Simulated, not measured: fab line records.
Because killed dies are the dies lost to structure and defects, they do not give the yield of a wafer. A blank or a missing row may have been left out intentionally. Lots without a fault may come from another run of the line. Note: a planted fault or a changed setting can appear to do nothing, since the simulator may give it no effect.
Lot-split experiment || flow n5 finfet || on a route of 1938 steps: 7 lots, 39 wafers read

THE SPLIT ITSELF
At N5_MOL_CONTACT_COAG_ETCH_91 (etches SOC in N2/H2, target depth 60 nm, overetch 21 nm, time 101.2 s), the setting source w was moved away from the recipe's 840 W on 15 of the 39 wafers read, by -19.1% to +5.3%. This setting was run at the recipe's value on the other wafers.

Reading taken at the split's own step.

THE READING
rf vpp V, in V, at N5_MOL_CONTACT_COAG_ETCH_91 (etches SOC in N2/H2, target depth 60 nm, overetch 21 nm, time 101.2 s). Typical for fault-free wafers on this fab line: 523.0 V, with standard deviation 2.3 V.

{"wafer": "L077.1", "tool, chamber at the split": "rie diel-04, 1", "source w as run, W": 683.1, "against the recipe": "-18.7%", "rf vpp V, V": 556.8, "against lot-mates on the recipe": "+33.7"}
{"wafer": "L077.2", "tool, chamber at the split": "rie diel-04, 3", "source w as run, W": 840, "against the recipe": "recipe", "rf vpp V, V": 523.8, "against lot-mates on the recipe": "-"}
{"wafer": "L077.3", "tool, chamber at the split": "rie diel-04, 2", "source w as run, W": 840, "against the recipe": "recipe", "rf vpp V, V": 522.1, "against lot-mates on the recipe": "-"}
{"wafer": "L077.4", "tool, chamber at the split": "rie diel-04, 0", "source w as run, W": 840, "against the recipe": "recipe", "rf vpp V, V": 523.3, "against lot-mates on the recipe": "-"}
{"wafer": "L077.5", "tool, chamber at the split": "rie diel-04, 2", "source w as run, W": 683.1, "against the recipe": "-18.7%", "rf vpp V, V": 559.0, "against lot-mates on the recipe": "+35.9"}
{"wafer": "L077.6", "tool, chamber at the split": "rie diel-04, 1", "source w as run, W": 683.1, "against the recipe": "-18.7%", "rf vpp V, V": 556.1, "against lot-mates on the recipe": "+33.0"}
{"wafer": "L079.1", "tool, chamber at the split": "rie diel-04, 0", "source w as run, W": 840, "against the recipe": "recipe", "rf vpp V, V": 524.7, "against lot-mates on the recipe": "-"}
{"wafer": "L079.2", "tool, chamber at the split": "rie diel-04, 1", "source w as run, W": 840, "against the recipe": "recipe", "rf vpp V, V": 520.7, "against lot-mates on the recipe": "-"}
{"wafer": "L079.3", "tool, chamber at the split": "rie diel-04, 2", "source w as run, W": 724.8, "against the recipe": "-13.7%", "rf vpp V, V": 550.7, "against lot-mates on the recipe": "+28.0"}
{"wafer": "L079.4", "tool, chamber at the split": "rie diel-04, 3", "source w as run, W": 724.8, "against the recipe": "-13.7%", "rf vpp V, V": 549.8, "against lot-mates on the recipe": "+27.1"}
{"wafer": "L079.5", "tool, chamber at the split": "rie diel-04, 2", "source w as run, W": 840, "against the recipe": "recipe", "rf vpp V, V": 522.8, "against lot-mates on the recipe": "-"}
{"wafer": "L079.6", "tool, chamber at the split": "rie diel-04, 1", "source w as run, W": 724.8, "against the recipe": "-13.7%", "rf vpp V, V": 547.4, "against lot-mates on the recipe": "+24.7"}
{"wafer": "L080.1", "tool, chamber at the split": "rie diel-01, 2", "source w as run, W": 840, "against the recipe": "recipe", "rf vpp V, V": 520.5, "against lot-mates on the recipe": "-"}
{"wafer": "L080.2", "tool, chamber at the split": "rie diel-01, 1", "source w as run, W": 795.5, "against the recipe": "-5.3%", "rf vpp V, V": 530.0, "against lot-mates on the recipe": "+8.8"}
{"wafer": "L080.3", "tool, chamber at the split": "rie diel-01, 3", "source w as run, W": 795.5, "against the recipe": "-5.3%", "rf vpp V, V": 532.0, "against lot-mates on the recipe": "+10.8"}
{"wafer": "L080.4", "tool, chamber at the split": "rie diel-01, 3", "source w as run, W": 840, "against the recipe": "recipe", "rf vpp V, V": 523.0, "against lot-mates on the recipe": "-"}
{"wafer": "L080.5", "tool, chamber at the split": "rie diel-01, 2", "source w as run, W": 795.5, "against the recipe": "-5.3%", "rf vpp V, V": 531.4, "against lot-mates on the recipe": "+10.2"}
{"wafer": "L080.6", "tool, chamber at the split": "rie diel-01, 1", "source w as run, W": 840, "against the recipe": "recipe", "rf vpp V, V": 520.2, "against lot-mates on the recipe": "-"}
{"wafer": "L084.2", "tool, chamber at the split": "rie diel-01, 1", "source w as run, W": 840, "against the recipe": "recipe", "rf vpp V, V": 520.9, "against lot-mates on the recipe": "-"}
{"wafer": "L084.4", "tool, chamber at the split": "rie diel-01, 0", "source w as run, W": 840, "against the recipe": "recipe", "rf vpp V, V": 527.3, "against lot-mates on the recipe": "-"}
{"wafer": "L084.6", "tool, chamber at the split": "rie diel-01, 3", "source w as run, W": 840, "against the recipe": "recipe", "rf vpp V, V": 523.3, "against lot-mates on the recipe": "-"}
{"wafer": "L085.1", "tool, chamber at the split": "rie diel-04, 1", "source w as run, W": 840, "against the recipe": "recipe", "rf vpp V, V": 520.4, "against lot-mates on the recipe": "-"}
{"wafer": "L085.2", "tool, chamber at the split": "rie diel-04, 3", "source w as run, W": 840, "against the recipe": "recipe", "rf vpp V, V": 522.0, "against lot-mates on the recipe": "-"}
{"wafer": "L085.3", "tool, chamber at the split": "rie diel-04, 2", "source w as run, W": 884.6, "against the recipe": "+5.3%", "rf vpp V, V": 514.3, "against lot-mates on the recipe": -6.9}
{"wafer": "L085.4", "tool, chamber at the split": "rie diel-04, 3", "source w as run, W": 884.6, "against the recipe": "+5.3%", "rf vpp V, V": 515.7, "against lot-mates on the recipe": -5.5}
{"wafer": "L085.5", "tool, chamber at the split": "rie diel-04, 1", "source w as run, W": 884.6, "against the recipe": "+5.3%", "rf vpp V, V": 510.3, "against lot-mates on the recipe": -10.9}
{"wafer": "L085.6", "tool, chamber at the split": "rie diel-04, 2", "source w as run, W": 840, "against the recipe": "recipe", "rf vpp V, V": 521.3, "against lot-mates on the recipe": "-"}
{"wafer": "L090.1", "tool, chamber at the split": "rie diel-01, 1", "source w as run, W": 840, "against the recipe": "recipe", "rf vpp V, V": 521.0, "against lot-mates on the recipe": "-"}
{"wafer": "L090.2", "tool, chamber at the split": "rie diel-01, 3", "source w as run, W": 840, "against the recipe": "recipe", "rf vpp V, V": 523.3, "against lot-mates on the recipe": "-"}
{"wafer": "L090.3", "tool, chamber at the split": "rie diel-01, 2", "source w as run, W": 840, "against the recipe": "recipe", "rf vpp V, V": 519.5, "against lot-mates on the recipe": "-"}
{"wafer": "L090.4", "tool, chamber at the split": "rie diel-01, 0", "source w as run, W": 840, "against the recipe": "recipe", "rf vpp V, V": 527.2, "against lot-mates on the recipe": "-"}
{"wafer": "L090.5", "tool, chamber at the split": "rie diel-01, 0", "source w as run, W": 840, "against the recipe": "recipe", "rf vpp V, V": 527.2, "against lot-mates on the recipe": "-"}
{"wafer": "L090.6", "tool, chamber at the split": "rie diel-01, 3", "source w as run, W": 840, "against the recipe": "recipe", "rf vpp V, V": 523.4, "against lot-mates on the recipe": "-"}
{"wafer": "L094.1", "tool, chamber at the split": "rie diel-03, 0", "source w as run, W": 840, "against the recipe": "recipe", "rf vpp V, V": 526.0, "against lot-mates on the recipe": "-"}
{"wafer": "L094.2", "tool, chamber at the split": "rie diel-03, 2", "source w as run, W": 679.9, "against the recipe": "-19.1%", "rf vpp V, V": 567.2, "against lot-mates on the recipe": "+41.2"}
{"wafer": "L094.3", "tool, chamber at the split": "rie diel-03, 3", "source w as run, W": 679.9, "against the recipe": "-19.1%", "rf vpp V, V": 561.2, "against lot-mates on the recipe": "+35.2"}
{"wafer": "L094.4", "tool, chamber at the split": "rie diel-03, 0", "source w as run, W": 840, "against the recipe": "recipe", "rf vpp V, V": 526.1, "against lot-mates on the recipe": "-"}
{"wafer": "L094.5", "tool, chamber at the split": "rie diel-03, 2", "source w as run, W": 679.9, "against the recipe": "-19.1%", "rf vpp V, V": 567.8, "against lot-mates on the recipe": "+41.8"}
{"wafer": "L094.6", "tool, chamber at the split": "rie diel-03, 3", "source w as run, W": 840, "against the recipe": "recipe", "rf vpp V, V": 525.9, "against lot-mates on the recipe": "-"}

THE FIT
A straight line over all 39 wafers: rf vpp V changes by -1.99 V for each +1% of source w; r = -0.98; the points scatter about the line by 2.8 V.
The same after taking each lot's own level away (the mean of its wafers on the recipe; 39 wafers): -1.92 V for each +1%; r = -0.99; scatter 2.2 V.
That fit puts the effect of the largest move of source w on the reading at 37 V.
From 521.23 to 526.00 V: that is the span of the lots' own levels, equal to 2.1 times the standard deviation above.
The two slopes are in agreement: the lot-to-lot level therefore moves the slope only a little.
Check: with one of the wafers moved furthest among these (-19.1%) left out of the fit, the line predicts +36.2 V for it against its lot-mates. Against them it came out at +41.2 V.
Tool readings at the split's step, against how far the setting was moved: rf vpp V r = -0.98.

OTHER SPLITS ON THESE WAFERS
Before the reading, these wafers also passed through other splits. Each is held against what the fit with the lots' levels taken away leaves over:
{"other split on the same wafers": "N5_WELL_APT_EPI_41 target thk a", "wafers away from the commonest value": 9, "r with rf vpp V (lot level and that fit taken away)": "+0.02"}
{"other split on the same wafers": "N5_DUMMY_GATE_ETCH_32 time s", "wafers away from the commonest value": 12, "r with rf vpp V (lot level and that fit taken away)": "+0.06"}
{"other split on the same wafers": "N5_SD_EPI_P_ETCH_36 bias w", "wafers away from the commonest value": 15, "r with rf vpp V (lot level and that fit taken away)": "+0.09"}
{"other split on the same wafers": "N5_MOL_CONTACT_COAG_EXPOSE_05 dose mj", "wafers away from the commonest value": 12, "r with rf vpp V (lot level and that fit taken away)": -0.06}

THE FILE'S OWN FIT
rf vpp V changes by -1.93 V for each +1% of source w, r = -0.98.
